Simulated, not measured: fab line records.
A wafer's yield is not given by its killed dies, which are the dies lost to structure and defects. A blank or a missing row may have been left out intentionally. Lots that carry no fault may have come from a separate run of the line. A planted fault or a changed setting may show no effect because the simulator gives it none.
fab line records -- flow n5-finfet
record lots=7, wafers=39
route steps=1938 shown BEOL_M15@1819 PASSIVATION@1930
start-h: hours from the record's first day to the start of the lot's first wafer shown -- wait-h: hours from the lot's prior step to this one -- " as in the row above -- L1.1+2: a single row standing in for several wafers -- - no value, or no start was given -- * or withheld: withheld -- < > ~ a bound
route shown NAME@n: NAME is a module with steps in the file, n the number in the route of the first one -- usual: mean/standard deviation of fault-free wafers -- same: alike in all rows -- chamber/n: place in a boat -- sites: each site's reading -- _std_site: the values' standard deviation -- _edge_site: the outer-site mean with the inner-site mean subtracted -- radius-mm: for every site, how far away it sits from the centre of the wafer -- mask NAME#n: copy n -- behind: tool/chamber where the wafer was last shaped -- hold: reason for holding the lot/hours on hold/outcome of the hold -- device: which transistor (n, p or np) failed to switch -- end of line: the tests these same wafers got at the end of their route -- where a step has no rows: the recipe by itself -- killed: dies lost to structure and defects at the first sort, not the wafer's yield -- map: shows each die of a wafer: x if killed, . if not, _ if none is there
set.NAME: the setting the step ran with; set.NAME@STEP: the setting that earlier step ran with -- model.NAME: the simulator's own value behind a step, which no gauge read
one table per step and one row per wafer, for lots whose settings were changed on purpose
## steps
# step N5_BEOL_M15_SPUTTER_43
# recipe material=TaN, target-thk-a=150, temp-c=50, bias-v=168.6, power-w=15000, chamber-pressure-pa=0.12, time-s=24.19
lot.wafer,tool,chamber,start-h,wait-h,set.target-thk-a,model.TaN_of_BEOL_M15_SPUTTER_43.thk-nm
L084.1+2,pvd-sputter-01,-,297.14,0.0,126.1,12.6
L084.3,pvd-sputter-01,-,297.14,0.0,150,15
L084.4,pvd-sputter-01,-,297.14,0.0,126.1,12.4
L084.5+6,pvd-sputter-01,-,297.14,0.0,150,14.8
L083.1+3+4,pvd-sputter-03,-,315.58,0.0,150,14.8
L083.2,pvd-sputter-03,-,315.58,0.0,234.2,23.4
L083.5,pvd-sputter-03,-,315.58,0.0,234.2,23.2
L083.6,pvd-sputter-03,-,315.58,0.0,234.2,23.6
L086.1+3+6,pvd-sputter-01,-,327.42,0.0,150,14.8
L086.2,pvd-sputter-01,-,327.42,0.0,203.7,20
L086.4,pvd-sputter-01,-,327.42,0.0,203.7,20.2
L086.5,pvd-sputter-01,-,327.42,0.0,203.7,20.4
L085.1+2+4+6,pvd-sputter-01,-,328.14,0.0,150,15.2
L085.3+5,pvd-sputter-01,-,328.14,0.0,150,15
L092.3+4,pvd-sputter-01,-,355.88,0.0,150,15
L092.5,pvd-sputter-01,-,355.88,0.0,150,14.8
L094.1+5,pvd-sputter-01,-,373.29,0.0,226.7,22.4
L094.2+6,pvd-sputter-01,-,373.29,0.0,150,14.8
L094.3,pvd-sputter-01,-,373.29,0.0,226.7,22.6
L094.4,pvd-sputter-01,-,373.29,0.0,150,15
L091.1,pvd-sputter-02,-,407.50,0.0,150,15
L091.2+3+4+5+6,pvd-sputter-02,-,407.50,0.0,150,14.8
# step N5_BEOL_M15_SPUTTER_44
# recipe material=Ta, target-thk-a=150, temp-c=50, bias-v=80, power-w=15000, chamber-pressure-pa=0.07, time-s=24.19
# step N5_BEOL_M15_SPUTTER_45
# recipe material=Cu, target-thk-a=1000, temp-c=-20, bias-v=60, power-w=26000, chamber-pressure-pa=0.13, time-s=16.67
# step N5_BEOL_M15_ECD_47
# recipe material=Cu, target-thk-a=18600
# step N5_BEOL_M15_ANNEAL_48
# recipe temp-c=225, time-s=90, ambient=N2
# step N5_BEOL_M15_CMP_49
# recipe stop-on=SiO2, t-overpolish-s=4.9, down-force-psi=2, platen-rpm=80, clearing-platen-down-force-psi=2, clearing-platen-rpm=80, post-cmp-clean=cu-alkaline, target-thk-nm=850, clearing-platen-pad-velocity-m-s=1.5917, pad-velocity-m-s=1.5917
# usual barrier-field-endpoint-s=11.37/0.25
lot.wafer,tool,chamber,start-h,wait-h,set.target-thk-a@BEOL_M15_SPUTTER_43,barrier-field-endpoint-s
L084.1,cmp-02,0,297.99,0.3,126.1,10.45
L084.4,cmp-02,1,297.99,0.3,126.1,10.28
L084.2,cmp-02,2,297.99,0.3,126.1,10.25
L084.3,cmp-02,3,297.99,0.3,150,11.33
L084.5,cmp-02,0,297.99,0.3,150,11.50
L084.6,cmp-02,1,297.99,0.3,150,11.34
L083.3,cmp-02,0,316.40,0.2,150,11.26
L083.1,cmp-02,1,316.40,0.2,150,10.97
L083.4,cmp-02,2,316.40,0.2,150,11.39
L083.2,cmp-02,3,316.40,0.2,234.2,14.19
L083.6,cmp-02,0,316.40,0.2,234.2,14.58
L083.5,cmp-02,1,316.40,0.2,234.2,14.22
L086.2,cmp-03,2,328.44,0.2,203.7,13.34
L086.3,cmp-03,3,328.44,0.2,150,11.25
L086.4,cmp-03,0,328.44,0.2,203.7,13.34
L086.1,cmp-03,1,328.44,0.2,150,11.42
L086.5,cmp-03,2,328.44,0.2,203.7,13.31
L086.6,cmp-03,3,328.44,0.2,150,11.26
L085.4,cmp-02,0,329.14,0.1,150,11.25
L085.2,cmp-02,1,329.14,0.1,150,11.26
L085.1,cmp-02,2,329.14,0.1,150,11.32
L085.3,cmp-02,3,329.14,0.1,150,11.08
L085.5,cmp-02,0,329.14,0.1,150,11.28
L085.6,cmp-02,1,329.14,0.1,150,11.27
L092.4,cmp-01,1,356.74,0.2,150,11.19
L092.3,cmp-01,3,356.74,0.2,150,11.18
L092.5,cmp-01,0,356.74,0.2,150,11.48
L094.4,cmp-03,2,374.22,0.1,150,11.33
L094.2,cmp-03,3,374.22,0.1,150,11.31
L094.1,cmp-03,0,374.22,0.1,226.7,14.11
L094.3,cmp-03,1,374.22,0.1,226.7,14.20
L094.5,cmp-03,2,374.22,0.1,226.7,14.08
L094.6,cmp-03,3,374.22,0.1,150,11.41
L091.4,cmp-02,0,408.92,0.1,150,10.96
L091.2,cmp-02,1,408.92,0.1,150,10.90
L091.3,cmp-02,2,408.92,0.1,150,11.11
L091.1,cmp-02,3,408.92,0.1,150,10.93
L091.6,cmp-02,0,408.92,0.1,150,10.97
L091.5,cmp-02,1,408.92,0.1,150,10.82
# step N5_PASSIVATION_ETCH_54
# recipe chemistry=CHF3/O2, target=SiO2, target-depth-a=8800, CHF3_flow_sccm=50, O2_flow_sccm=5, Ar_flow_sccm=200, time-s=440, mask-material=PR, pressure-mtorr=30, source-w=650, bias-w=170, ion-energy-ev=200
lot.wafer,tool,chamber,start-h,wait-h,set.target-depth-a,model.PASSIVATION.feature-depth-nm,model.etch.depth-nm
L084.1,rie-diel-02,1,307.84,0.1,8800,906,905.9
L084.2,rie-diel-02,0,307.84,0.1,4061,416.2,416.2
L084.3,rie-diel-02,2,307.84,0.1,4061,407.8,407.8
L084.4,rie-diel-02,3,307.84,0.1,8800,873.2,873.2
L084.5,rie-diel-02,0,307.84,0.1,4061,414,414
L084.6,rie-diel-02,3,307.84,0.1,8800,874,874
L083.1,rie-diel-06,0,328.38,0.1,8800,884.6,884.6
L083.2,rie-diel-06,2,328.38,0.1,8800,872,872.1
L083.3,rie-diel-06,3,328.38,0.1,5049,498.2,498.1
L083.4,rie-diel-06,1,328.38,0.1,5049,497.2,497.3
L083.5,rie-diel-06,3,328.38,0.1,5049,503,502.9
L083.6,rie-diel-06,0,328.38,0.1,8800,875,875
L086.1,rie-diel-01,0,340.03,0.1,8800,855,855.1
L086.2,rie-diel-01,3,340.03,0.1,8800,883.6,883.5
L086.3,rie-diel-01,2,340.03,0.1,8800,899.4,899.3
L086.4,rie-diel-01,1,340.03,0.1,8800,876.8,876.8
L086.5,rie-diel-01,1,340.03,0.1,8800,867.2,867.2
L086.6,rie-diel-01,0,340.03,0.1,8800,858.8,858.8
L085.1,rie-diel-01,3,340.62,0.1,11350,1119,1119
L085.2,rie-diel-01,2,340.62,0.1,11350,1137,1137
L085.3,rie-diel-01,0,340.62,0.1,11350,1090,1090
L085.4,rie-diel-01,1,340.62,0.1,8800,865,864.9
L085.5,rie-diel-01,2,340.62,0.1,8800,889,889
L085.6,rie-diel-01,3,340.62,0.1,8800,875.4,875.5
L092.3,rie-diel-02,2,371.24,0.1,8800,878,878
L092.4,rie-diel-02,3,371.24,0.1,8800,877.8,877.9
L092.5,rie-diel-02,1,371.24,0.1,8800,901.8,901.8
L094.1,rie-diel-06,1,383.90,0.1,14020,1391,1391
L094.2,rie-diel-06,0,383.90,0.1,14020,1401,1401
L094.3,rie-diel-06,3,383.90,0.1,8800,867.8,867.7
L094.4,rie-diel-06,1,383.90,0.1,14020,1389,1389
L094.5,rie-diel-06,0,383.90,0.1,8800,880.6,880.5
L094.6,rie-diel-06,3,383.90,0.1,8800,874.2,874.2
L091.1,rie-diel-02,1,423.13,0.1,8800,904.4,904.3
L091.2,rie-diel-02,2,423.13,0.1,8800,879.6,879.6
L091.3,rie-diel-02,3,423.13,0.1,8800,882.4,882.5
L091.4,rie-diel-02,0,423.13,0.1,8800,896,896
L091.5,rie-diel-02,1,423.13,0.1,8800,911,911
L091.6,rie-diel-02,0,423.13,0.1,8800,888.8,888.7
## key
split step=N5_BEOL_M15_SPUTTER_43, setting=target-thk-a, stated=150, by=wafer
response step=N5_BEOL_M15_SPUTTER_43, reading=model.TaN_of_BEOL_M15_SPUTTER_43.thk-nm, change=+0.151, per=1%, r=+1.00
response step=N5_BEOL_M15_CMP_49, reading=barrier-field-endpoint-s, change=+0.0557, per=1%, r=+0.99
split step=N5_PASSIVATION_ETCH_54, setting=target-depth-a, stated=8800, by=wafer
response step=N5_PASSIVATION_ETCH_54, reading=model.PASSIVATION.feature-depth-nm, change=+8.73, per=1%, r=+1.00
response step=N5_PASSIVATION_ETCH_54, reading=model.etch.depth-nm, change=+8.73, per=1%, r=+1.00
